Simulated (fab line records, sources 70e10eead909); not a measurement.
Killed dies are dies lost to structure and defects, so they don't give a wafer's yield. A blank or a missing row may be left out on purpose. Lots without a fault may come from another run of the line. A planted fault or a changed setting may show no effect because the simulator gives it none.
fab line records | flow nand_harc
record lots=24 wafers=72 last_day=34
route steps=1302 shown A_STAIRCASE@848 A_SLIT@934 A_WL_FILL@976 A_CONTACT@1025
lots that met no fault: from a run of the same line without faults
start_h: hours from the record's first day to the start of the lot's first wafer shown | wait_h: hours since the lot's step before | " the same as in the row above | L1.1+2: a row that stands for several wafers | - no value, or no start given | * or withheld: withheld | < > ~ a bound
route shown NAME@n: a module of which the file shows steps, and the number in the route of the first | usual: mean/standard deviation of fault-free wafers | same: alike in all rows | chamber/n: place in a boat | sites: the reading at each site | _std_site: their standard deviation | _edge_site: outer sites' mean less inner sites' | radius_mm: how far each site lies from the wafer's centre | mask NAME#n: copy n | behind: the tool/chamber that last shaped the wafer | hold: why the lot was held/for how many hours/how that ended | device: the transistor (n, p or np) that didn't switch | end of line: the same wafers' tests at the end of the route | a step without rows: its recipe alone | killed: dies lost to structure and defects at the first sort, not the wafer's yield | map: a wafer's dies, x killed, . not, _ none there
set.NAME: the setting as run; set.NAME@STEP: as run at that earlier step | model.NAME: the simulator's own value behind a step, which no gauge read
steps of the route over a sample of lots; a table a step, a row a wafer
services: from which hour (start_h, from the record's first day; less than 0 if before it) a tool's chamber was out of use, for how many hours, and why
## steps
# step NHARC_A_STAIRCASE_ALD_420
# recipe target_thk_a=200 pulse_time_s=6 ald_cycles=200 temp_c=300 material=SiO2
# usual heater_power_w=482/56 precursor_pulse_height_rel=1.000/0.019
# same pulse_time_s=6
# columns lot.wafer tool chamber start_h wait_h heater_power_w precursor_pulse_height_rel
L074.3 ald_hk-04 1 395.35 - 519 0.999
L074.4 " 2 " " 547 1.000
L074.2 " 3 " " 428 0.971
L075.2 ald_hk-01 2 395.51 - 377 1.011
L075.1 " 0 " " 468 0.965
L075.5 " 1 " " 544 0.976
L076.3 ald_hk-04 2 412.28 - 551 0.994
L076.2 " 3 " " 439 1.026
L076.5 " 2 " " 561 0.993
L077.3 ald_hk-03 3 434.87 - 445 1.038
L077.4 " 1 " " 449 0.973
L077.5 " 3 " " 455 0.999
L079.4 ald_hk-03 3 442.78 - 463 0.995
L079.2 " 0 " " 443 0.984
L079.1 " 2 " " 503 1.006
L078.4 ald_hk-01 1 449.01 - 544 1.016
L078.5 " 1 " " 550 1.021
L078.6 " 2 " " 373 0.999
L081.1 ald_hk-01 1 460.04 - 551 0.996
L081.2 " 3 " " 507 0.984
L081.5 " 2 " " 369 0.990
L080.4 ald_hk-01 3 461.16 - 505 0.995
L080.3 " 1 " " 553 0.991
L080.6 " 2 " " 387 1.036
L082.3 ald_hk-04 3 471.70 - 422 1.034
L082.2 " 0 " " 539 1.034
L082.4 " 1 " " 516 0.989
L083.2 ald_hk-04 2 476.10 - 542 1.011
L083.3 " 0 " " 529 1.000
L083.6 " 3 " " 411 1.001
L084.3 ald_hk-03 3 490.06 - 458 1.013
L084.1 " 0 " " 441 1.015
L084.6 " 3 " " 461 0.968
L085.1 ald_hk-01 1 511.12 - 535 0.982
L085.3 " 0 " " 457 0.986
L085.6 " 2 " " 373 1.004
L086.4 ald_hk-03 2 517.36 - 511 1.015
L086.6 " 0 " " 445 1.003
L086.5 " 1 " " 441 0.998
L087.3 ald_hk-04 0 519.28 - 532 1.002
L087.4 " 2 " " 542 0.986
L087.2 " 3 " " 413 1.035
L089.4 ald_hk-03 1 551.20 - 436 1.029
L089.2 " 3 " " 448 0.998
L089.5 " 1 " " 456 1.010
L088.3 ald_hk-04 1 551.25 - 518 0.960
L088.2 " 2 " " 559 1.048
L088.5 " 1 " " 522 1.000
L091.3 ald_hk-04 3 556.21 0.1 420 0.998
L091.1 " 0 " " 551 0.969
L091.5 " 3 " " 424 1.026
L090.4 ald_hk-03 3 556.32 - 458 1.023
L090.1 " 1 " " 436 0.985
L090.5 " 2 " " 516 1.019
L092.1 ald_hk-04 3 568.45 - 420 1.007
L092.3 " 0 " " 550 1.016
L092.5 " 0 " " 541 1.038
L093.3 ald_hk-03 2 586.05 - 540 0.981
L093.4 " 3 " " 446 1.015
L093.5 " 0 " " 464 1.010
L096.3 ald_hk-04 1 597.68 - 535 1.016
L096.1 " 2 " " 566 0.983
L096.6 " 0 " " 528 0.967
L094.3 ald_hk-01 2 600.68 - 376 1.013
L094.4 " 3 " " 482 1.033
L094.2 " 0 " " 461 1.049
L095.4 ald_hk-01 1 602.35 - 545 0.962
L095.6 " 0 " " 461 1.006
L095.5 " 1 " " 560 0.998
L097.3 ald_hk-01 2 622.04 - 377 0.998
L097.4 " 3 " " 487 1.000
L097.5 " 0 " " 456 0.973
# step NHARC_A_SLIT_OVL_MEAS_10
# usual overlay_x_nm=-0.5/0.93 overlay_y_nm=-0.1/0.55
# columns lot.wafer tool chamber start_h wait_h overlay_x_nm overlay_y_nm
L074.2 overlay-01 - 457.54 - -1.8 0.2
L074.3 " - " " -2.3 0.5
L074.4 " - " " -2.6 0.6
L075.1 overlay-01 - 458.12 - -0.4 -0.1
L075.2 " - " " -0.4 0.1
L075.5 " - " " 0.0 0.0
L076.2 overlay-01 - 469.34 - -0.2 0.3
L076.3 " - " " 0.0 -0.2
L076.5 " - " " -0.7 0.5
L077.3 overlay-01 - 490.82 - -0.4 -0.5
L077.4 " - " " -0.5 -1.0
L077.5 " - " " -1.0 -0.6
L079.1 overlay-02 - 502.95 - 0.0 -0.1
L079.2 " - " " -0.4 0.3
L079.4 " - " " -0.4 0.2
L078.4 overlay-02 - 517.36 - -1.8 0.1
L078.5 " - " " -1.6 0.5
L078.6 " - " " -2.2 0.6
L081.1 overlay-01 - 524.30 - 0.3 0.4
L081.2 " - " " 0.0 0.2
L081.5 " - " " 0.1 0.6
L080.3 overlay-02 - 528.26 - 0.8 -0.5
L080.4 " - " " 0.5 -0.5
L080.6 " - " " 0.5 -0.5
L082.2 overlay-02 - 535.91 - -0.3 1.0
L082.3 " - " " 0.0 1.7
L082.4 " - " " -0.4 1.1
L083.2 overlay-01 - 536.12 - -0.4 -0.8
L083.3 " - " " -0.3 -0.9
L083.6 " - " " -0.2 -1.0
L084.1 overlay-01 - 549.18 - 0.0 -0.1
L084.3 " - " " 0.6 0.3
L084.6 " - " " -0.2 -0.8
L085.1 overlay-01 - 565.29 - -1.1 0.1
L085.3 " - " " -0.6 0.2
L085.6 " - " " -0.4 -0.1
L087.2 overlay-02 - 572.15 - -2.5 -0.4
L087.3 " - " " -2.3 -0.9
L087.4 " - " " -2.5 -1.1
L086.4 overlay-01 - 572.45 - -0.4 0.1
L086.5 " - " " -0.4 -0.2
L086.6 " - " " -0.5 0.4
L088.2 overlay-02 - 606.60 - 0.2 0.7
L088.3 " - " " 0.4 1.1
L088.5 " - " " 0.3 0.3
L089.2 overlay-02 - 608.35 - -1.1 -0.1
L089.4 " - " " -1.5 -0.4
L089.5 " - " " -1.6 -0.3
L091.1 overlay-01 - 620.17 - -0.1 -0.2
L091.3 " - " " 0.2 -0.5
L091.5 " - " " -0.2 0.2
L090.1 overlay-01 - 621.77 - 0.5 0.0
L090.4 " - " " 0.5 -0.8
L090.5 " - " " 0.9 -0.4
L092.1 overlay-01 - 631.92 - 0.2 -0.7
L092.3 " - " " 0.2 -0.7
L092.5 " - " " 0.2 -0.6
L093.3 overlay-01 - 642.61 - 0.7 0.3
L093.4 " - " " 0.8 -0.1
L093.5 " - " " 0.3 0.3
L096.1 overlay-01 - 652.85 - -0.1 0.4
L096.3 " - " " 0.6 0.6
L096.6 " - " " 0.2 0.4
L094.2 overlay-02 - 653.00 - 0.3 -0.1
L094.3 " - " " -0.1 -0.1
L094.4 " - " " 0.8 -0.6
L095.4 overlay-01 - 657.68 - -2.0 0.0
L095.5 " - " " -1.4 -0.4
L095.6 " - " " -1.4 -0.3
L097.3 overlay-02 - 681.66 - -0.1 -0.3
L097.4 " - " " -0.4 -0.9
L097.5 " - " " -0.6 -0.6
# step NHARC_A_WL_FILL_CVD_20
# recipe target_thk_a=1000 temp_c=400 pressure_torr=40 wf6_flow_sccm=40 h2_flow_sccm=1600 ar_flow_sccm=1560 time_s=74 material=W
# usual chamber_pressure_Torr=40.00/0.081 heater_power_w=836/55 throttle_valve_pct=7.7/0.31
# columns lot.wafer tool chamber start_h wait_h chamber_pressure_Torr heater_power_w throttle_valve_pct
L075.2 cvd_w-02 0 - - 39.87 855 7.9
L075.1 " 1 " " 39.98 788 7.4
L075.5 " 1 " " 40.03 771 7.1
L074.2 cvd_w-01 1 - - 40.04 820 7.9
L074.4 " 1 " " 39.89 831 7.7
L074.3 " 0 " " 40.04 925 8.2
L076.2 cvd_w-01 0 - - 40.09 931 8.1
L076.3 " 1 " " 39.95 798 8.1
L076.5 " 1 " " 40.13 802 7.8
L077.3 cvd_w-02 0 - - 39.98 866 7.8
L077.4 " 1 " " 40.06 778 7.1
L077.5 " 0 " " 40.05 890 7.8
L079.2 cvd_w-02 0 - - 39.74 893 7.8
L079.1 " 1 " " 40.05 786 7.3
L079.4 " 0 " " 39.94 864 7.9
L078.4 cvd_w-02 1 - - 40.02 784 7.6
L078.6 " 0 " " 40.03 888 8.1
L078.5 " 1 " " 39.98 778 7.3
L081.1 cvd_w-02 0 - - 40.03 891 7.6
L081.2 " 1 " " 39.97 793 7.4
L081.5 " 1 " " 40.07 779 7.1
L082.2 cvd_w-01 1 - - 40.26 755 7.4
L082.3 " 1 " " 40.16 778 7.9
L082.4 " 0 " " 40.04 933 8.0
L080.3 cvd_w-02 0 - - 40.07 885 8.0
L080.4 " 1 " " 40.08 796 7.2
L080.6 " 1 " " 39.95 785 7.2
L083.2 cvd_w-01 1 - - 40.06 779 7.7
L083.3 " 1 " " 39.99 789 7.5
L083.6 " 1 " " 40.07 791 7.7
L084.1 cvd_w-02 0 - - 40.04 863 8.3
L084.3 " 1 " " 39.99 783 7.6
L084.6 " 1 " " 39.95 782 7.4
L085.1 cvd_w-02 0 - - 40.07 874 8.0
L085.3 " 1 " " 40.00 778 7.3
L085.6 " 1 " " 39.96 784 7.3
L087.2 cvd_w-02 0 - - 40.03 866 8.2
L087.3 " 1 " " 39.99 782 7.6
L087.4 " 0 " " 39.91 846 8.3
L086.4 cvd_w-01 1 - - 39.96 791 7.8
L086.5 " 0 " " 40.07 902 8.0
L086.6 " 1 " " 39.99 752 7.9
L088.2 cvd_w-02 1 - - 40.05 797 7.4
L088.3 " 1 " " 39.98 787 7.2
L088.5 " 0 " " 39.88 892 8.4
L089.2 cvd_w-02 0 - - 39.96 873 8.0
L089.4 " 0 " " 40.04 864 8.2
L089.5 " 1 " " 40.08 789 7.6
L090.1 cvd_w-02 0 - - 40.11 872 8.3
L090.4 " 0 " " 40.02 880 8.2
L090.5 " 1 " " 39.85 791 7.2
L091.1 cvd_w-01 0 - - 39.85 910 8.1
L091.3 " 0 " " 39.92 920 7.8
L091.5 " 1 " " 39.97 794 7.9
L092.1 cvd_w-01 1 - - 39.99 768 8.0
L092.3 " 0 " " 39.97 939 8.2
L092.5 " 1 " " 40.04 791 7.6
L093.4 cvd_w-02 0 - - 39.75 855 7.6
L093.3 " 1 " " 39.97 763 7.6
L093.5 " 0 " " 40.05 840 7.7
L096.1 cvd_w-01 0 - - 39.95 919 8.2
L096.3 " 1 " " 40.02 778 7.6
L096.6 " 0 " " 39.88 915 8.0
L094.2 cvd_w-02 0 - - 39.90 870 7.9
L094.4 " 0 " " 39.95 855 7.8
L094.3 " 1 " " 40.01 760 7.3
L095.4 cvd_w-02 1 - - 40.09 771 7.5
L095.6 " 1 " " 40.10 791 7.6
L095.5 " 0 " " 40.02 870 7.9
L097.3 cvd_w-02 0 - - 39.93 884 7.9
L097.4 " 1 " " 40.10 795 7.7
L097.5 " 0 " " 39.93 890 7.8
# step NHARC_A_CONTACT_STRIP_55
# recipe o2_flow_sccm=500 ar_flow_sccm=0 bias_w=0 chemistry=O2
# usual drypump_motor_current_A=5.9/0.43 oes_product_au=0.994/0.012 rf_vpp_V=57.8/0.96 showerhead_plenum_p_Torr=3.53/0.16 throttle_valve_pct=17.037/0.011
# same bias_w=0
# columns lot.wafer tool chamber start_h wait_h drypump_motor_current_A oes_product_au rf_hours_counter_h rf_vpp_V showerhead_plenum_p_Torr throttle_valve_pct
L075.1 rie_diel-02 2 - - 6.5 1.004 38 59.0 3.45 17.009
L075.2 " 3 " " 5.9 1.005 30 59.0 3.40 17.043
L075.5 " 1 " " 5.0 0.991 - 59.7 3.79 17.029
L074.2 rie_diel-02 0 - - 5.8 0.975 35 58.9 3.76 17.031
L074.3 " 1 " " 5.0 0.983 35 59.8 3.79 17.049
L074.4 " 2 " " 6.5 0.993 38 57.3 3.45 17.043
L076.3 rie_diel-05 0 - - 6.0 1.004 19 56.1 3.29 17.056
L076.2 " 3 " " 5.7 0.986 20 57.9 3.59 17.036
L076.5 " 1 " " 6.2 0.993 - 58.4 3.68 17.022
L077.4 rie_diel-05 3 - - 5.7 1.004 23 58.8 3.59 17.044
L077.3 " 1 " " 6.2 0.992 22 58.0 3.68 17.037
L077.5 " 3 " " 5.8 0.994 - 55.9 3.59 17.034
L079.2 rie_diel-05 0 - - 6.0 1.019 24 57.5 3.29 17.036
L079.1 " 2 " " 5.8 1.007 25 57.2 3.44 17.039
L079.4 " 3 " " 5.7 1.000 25 58.0 3.59 17.030
L078.4 rie_diel-05 0 - - 6.0 1.015 26 57.4 3.28 17.035
L078.5 " 2 " " 5.8 1.014 - 57.8 3.44 17.034
L078.6 " 3 " " 5.7 1.001 - 57.9 3.59 17.020
L081.1 rie_diel-05 3 - - 5.7 0.997 28 57.8 3.59 17.060
L081.2 " 0 " " 6.0 1.020 27 56.1 3.28 17.037
L081.5 " 3 " " 5.8 1.003 - 59.4 3.59 17.038
L082.4 rie_diel-05 3 - - 5.8 1.003 32 58.8 3.59 17.041
L082.3 " 0 " " 6.0 1.021 30 57.8 3.28 17.044
L082.2 " 1 " " 6.2 1.004 29 58.6 3.67 17.038
L080.3 rie_diel-02 3 - - 6.0 0.998 0 57.7 3.39 17.025
L080.4 " 0 " " 5.8 1.001 0 59.1 3.74 17.040
L080.6 " 2 " " 6.6 0.994 - 58.7 3.44 17.039
L083.3 rie_diel-12 3 - - 5.7 0.989 45 57.2 3.60 17.043
L083.2 " 1 " " 6.6 0.999 42 56.8 3.46 17.019
L083.6 " 3 " " 5.8 0.995 - 58.1 3.60 17.033
L084.3 rie_diel-02 2 - - 6.5 1.005 7 57.3 3.44 17.034
L084.1 " 3 " " 5.9 0.992 7 57.0 3.39 17.038
L084.6 " 2 " " 6.5 1.002 - 57.8 3.44 17.017
L085.3 rie_diel-12 3 - - 5.8 0.992 56 58.4 3.59 17.044
L085.1 " 1 " " 6.5 1.010 52 56.7 3.45 17.041
L085.6 " 3 " " 5.8 0.984 - 57.1 3.59 17.019
L086.4 rie_diel-05 0 - - 6.0 0.990 5 58.1 3.28 17.051
L086.6 " 2 " " 5.9 0.992 - 57.0 3.43 17.049
L086.5 " 3 " " 5.7 0.970 - 58.3 3.58 17.048
L087.2 rie_diel-02 2 - - 6.5 1.006 15 58.8 3.43 17.040
L087.3 " 3 " " 5.9 0.997 14 57.1 3.38 17.025
L087.4 " 1 " " 5.0 1.002 12 58.4 3.77 17.036
L088.3 rie_diel-05 2 - - 5.8 0.993 6 58.5 3.43 17.034
L088.2 " 3 " " 5.8 0.992 9 58.4 3.58 17.035
L088.5 " 0 " " 6.0 0.966 - 57.2 3.28 17.046
L089.4 rie_diel-05 3 - - 5.8 0.970 9 59.0 3.58 17.043
L089.2 " 1 " " 6.2 0.980 9 57.6 3.67 17.024
L089.5 " 2 " " 5.9 0.989 - 55.8 3.43 17.032
L090.4 rie_diel-05 3 - - 5.8 0.986 13 58.5 3.58 17.049
L090.1 " 0 " " 6.0 0.982 12 57.3 3.28 17.036
L090.5 " 2 " " 5.9 1.000 - 58.0 3.43 17.043
L091.3 rie_diel-05 1 - - 6.2 0.979 13 56.2 3.67 17.025
L091.1 " 2 " " 5.9 0.985 10 58.4 3.43 17.014
L091.5 " 0 " " 6.0 0.977 - 58.4 3.28 17.039
L092.3 rie_diel-02 1 - - 5.0 0.982 31 58.7 3.76 17.027
L092.1 " 3 " " 5.9 1.001 31 59.1 3.37 17.055
L092.5 " 1 " " 5.0 0.996 - 57.5 3.76 17.034
L093.3 rie_diel-02 2 - - 6.6 0.996 40 57.4 3.42 17.040
L093.4 " 0 " " 5.8 0.991 34 57.3 3.72 17.042
L093.5 " 3 " " 5.9 0.989 - 56.8 3.37 17.031
L096.1 rie_diel-12 0 - - 4.9 0.989 16 58.2 3.80 17.056
L096.3 " 1 " " 6.5 0.987 17 58.5 3.44 17.049
L096.6 " 1 " " 6.5 1.000 - 58.8 3.44 17.036
L094.2 rie_diel-05 1 - - 6.2 0.981 20 56.9 3.66 17.051
L094.3 " 3 " " 5.8 0.987 18 57.7 3.58 17.035
L094.4 " 0 " " 6.0 0.986 19 57.1 3.27 17.042
L095.4 rie_diel-05 2 - - 5.8 0.993 18 58.2 3.43 17.053
L095.5 " 2 " " 5.8 0.993 - 55.6 3.43 17.044
L095.6 " 3 " " 5.8 0.985 - 57.8 3.58 17.043
L097.3 rie_diel-05 3 - - 5.8 0.986 22 56.5 3.57 17.031
L097.4 " 2 " " 5.8 0.992 - 56.1 3.42 17.037
L097.5 " 1 " " 6.2 0.976 - 57.7 3.66 17.058
# step NHARC_A_CONTACT_OVL_MEAS_70
# usual overlay_x_nm=0.0/0.86 overlay_y_nm=0.2/0.87
# columns lot.wafer tool chamber start_h wait_h overlay_x_nm overlay_y_nm
L074.2 overlay-01 - 514.00 - -1.1 -0.4
L074.3 " - " " -0.9 -0.6
L074.4 " - " " -0.9 -0.9
L075.1 overlay-02 - 514.15 - 0.4 -0.7
L075.2 " - " " 0.1 -0.2
L075.5 " - " " 0.2 0.0
L076.2 overlay-02 - 518.93 - 0.6 -0.4
L076.3 " - " " 0.1 -0.6
L076.5 " - " " 0.7 -0.7
L077.3 overlay-02 - 543.79 - 0.5 0.1
L077.4 " - " " 0.8 0.3
L077.5 " - " " 0.2 0.2
L079.1 overlay-02 - 551.46 - 0.3 -0.1
L079.2 " - " " 0.0 0.1
L079.4 " - " " 0.8 0.2
L078.4 overlay-02 - 568.50 - 0.4 0.9
L078.5 " - " " 0.5 1.4
L078.6 " - " " 0.2 0.6
L081.1 overlay-01 - 575.61 - 0.2 -0.4
L081.2 " - " " -0.1 -0.7
L081.5 " - " " 0.3 -0.3
L082.2 overlay-01 - 584.29 - -1.4 1.4
L082.3 " - " " -1.4 1.7
L082.4 " - " " -1.5 1.6
L080.3 overlay-02 - 588.43 - -1.2 -0.6
L080.4 " - " " -1.9 0.0
L080.6 " - " " -1.4 -0.7
L083.2 overlay-02 - 590.95 - 1.7 0.3
L083.3 " - " " 2.2 0.8
L083.6 " - " " 1.5 0.0
L084.1 overlay-01 - 596.41 - 0.2 -0.8
L084.3 " - " " 0.0 -1.0
L084.6 " - " " 0.6 -0.5
L085.1 overlay-02 - 616.16 - 0.5 -1.5
L085.3 " - " " -0.3 -1.3
L085.6 " - " " 0.1 -1.0
L086.4 overlay-01 - 624.65 - 0.1 1.2
L086.5 " - " " 0.0 1.9
L086.6 " - " " -0.4 2.4
L087.2 overlay-02 - 627.15 - -0.5 0.2
L087.3 " - " " -0.2 0.2
L087.4 " - " " -0.6 0.0
L088.2 overlay-02 - 653.95 - -1.2 0.9
L088.3 " - " " -1.6 0.7
L088.5 " - " " -1.5 1.2
L089.2 overlay-01 - 656.20 - 0.0 1.6
L089.4 " - " " 0.7 1.4
L089.5 " - " " 0.2 1.9
L090.1 overlay-02 - 672.79 - -0.2 0.6
L090.4 " - " " -0.3 0.6
L090.5 " - " " -0.4 0.0
L091.1 overlay-01 - 674.11 - 0.2 0.1
L091.3 " - " " 0.1 0.8
L091.5 " - " " 0.1 0.6
L092.1 overlay-01 - 679.80 - -0.3 -0.5
L092.3 " - " " -0.2 -0.1
L092.5 " - " " -0.6 -0.3
L093.3 overlay-01 - 695.40 - 1.2 1.2
L093.4 " - " " 1.5 1.1
L093.5 " - " " 1.5 1.2
L096.1 overlay-01 - 703.04 - -1.1 -0.5
L096.3 " - " " -1.3 0.4
L096.6 " - " " -1.5 -0.4
L094.2 overlay-01 - 703.42 - -0.1 -0.1
L094.3 " - " " -0.1 -0.2
L094.4 " - " " -0.3 -0.2
L095.4 overlay-02 - 709.09 - 0.5 0.0
L095.5 " - " " 0.7 -0.2
L095.6 " - " " 0.6 -0.3
L097.3 overlay-02 - 738.47 - 0.5 -1.1
L097.4 " - " " -0.1 -0.7
L097.5 " - " " 0.0 -0.8
# step NHARC_A_CONTACT_CD_MEAS_80
# usual cd_nm=289.6/0.86
# columns lot.wafer tool chamber start_h wait_h cd_nm
L074.2 cd_sem-03 - 518.47 - 289.2
L074.3 " - " " 289.0
L074.4 " - " " 289.4
L075.1 cd_sem-01 - 519.12 - 290.3
L075.2 " - " " 289.6
L075.5 " - " " 291.0
L076.2 cd_sem-02 - 523.97 - 288.4
L076.3 " - " " 289.0
L076.5 " - " " 288.3
L077.3 cd_sem-01 - 548.75 - 290.1
L077.4 " - " " 290.1
L077.5 " - " " 289.8
L079.1 cd_sem-01 - 559.47 - 288.4
L079.2 " - " " 289.0
L079.4 " - " " 289.0
L078.4 cd_sem-01 - 572.77 - 290.7
L078.5 " - " " 290.9
L078.6 " - " " 291.2
L081.1 cd_sem-01 - 579.88 - 289.6
L081.2 " - " " 290.1
L081.5 " - " " 290.5
L082.2 cd_sem-02 - 588.63 - 289.9
L082.3 " - " " 290.6
L082.4 " - " " 290.3
L080.3 cd_sem-01 - 594.19 - 289.3
L080.4 " - " " 288.7
L080.6 " - " " 288.7
L083.2 cd_sem-02 - 595.45 - 288.6
L083.3 " - " " 288.7
L083.6 " - " " 289.5
L084.1 cd_sem-02 - 601.00 - 289.9
L084.3 " - " " 290.0
L084.6 " - " " 290.2
L085.1 cd_sem-03 - 620.78 - 289.7
L085.3 " - " " 290.0
L085.6 " - " " 290.3
L086.4 cd_sem-02 - 628.96 - 289.9
L086.5 " - " " 289.6
L086.6 " - " " 289.5
L087.2 cd_sem-02 - 631.41 - 290.0
L087.3 " - " " 289.4
L087.4 " - " " 290.1
L088.2 cd_sem-01 - 658.90 - 290.4
L088.3 " - " " 289.9
L088.5 " - " " 290.6
L089.2 cd_sem-03 - 660.46 - 289.5
L089.4 " - " " 289.8
L089.5 " - " " 289.8
L090.1 cd_sem-01 - 677.05 - 289.9
L090.4 " - " " 289.7
L090.5 " - " " 290.1
L091.1 cd_sem-02 - 678.38 - 290.9
L091.3 " - " " 291.0
L091.5 " - " " 290.1
L092.1 cd_sem-01 - 684.12 - 288.1
L092.3 " - " " 288.1
L092.5 " - " " 288.5
L093.3 cd_sem-03 - 700.35 - 289.0
L093.4 " - " " 289.5
L093.5 " - " " 289.2
L096.1 cd_sem-03 - 707.33 - 290.5
L096.3 " - " " 289.7
L096.6 " - " " 289.8
L094.2 cd_sem-02 - 707.69 - 289.0
L094.3 " - " " 290.1
L094.4 " - " " 289.6
L095.4 cd_sem-03 - 713.52 - 287.0
L095.5 " - " " 287.4
L095.6 " - " " 286.7
L097.3 cd_sem-02 - 742.82 - 289.8
L097.4 " - " " 289.7
L097.5 " - " " 290.0
## services
# columns tool chamber start_h hours kind
rie_diel-02 0 377.40 2.1 repair
cvd_w-02 - 393.95 2.0 repair
rie_diel-02 - 394.46 9.0 pm
rie_diel-05 - 406.60 9.0 pm
rie_diel-05 1 415.69 3.3 repair
rie_diel-02 0 424.08 12.3 repair
rie_diel-02 3 434.93 28.6 repair
ald_hk-04 - 437.33 10.0 pm
cvd_w-02 - 471.37 0.8 repair
ald_hk-01 - 475.13 10.0 pm
cvd_w-02 - 475.29 13.0 pm
cvd_w-02 - 492.90 1.4 repair
cvd_w-01 1 512.87 9.7 repair
cvd_w-01 - 547.00 13.0 pm
rie_diel-05 - 583.60 9.0 pm
ald_hk-04 - 615.33 10.0 pm
ald_hk-01 - 653.13 10.0 pm
cvd_w-02 - 656.29 13.0 pm
cvd_w-01 - 660.19 0.8 repair
cvd_w-01 - 679.27 2.3 repair
cvd_w-01 - 696.52 0.5 repair
rie_diel-05 0 720.99 14.9 repair
rie_diel-05 3 725.65 6.0 repair
cvd_w-01 - 728.00 13.0 pm
## key
fault none
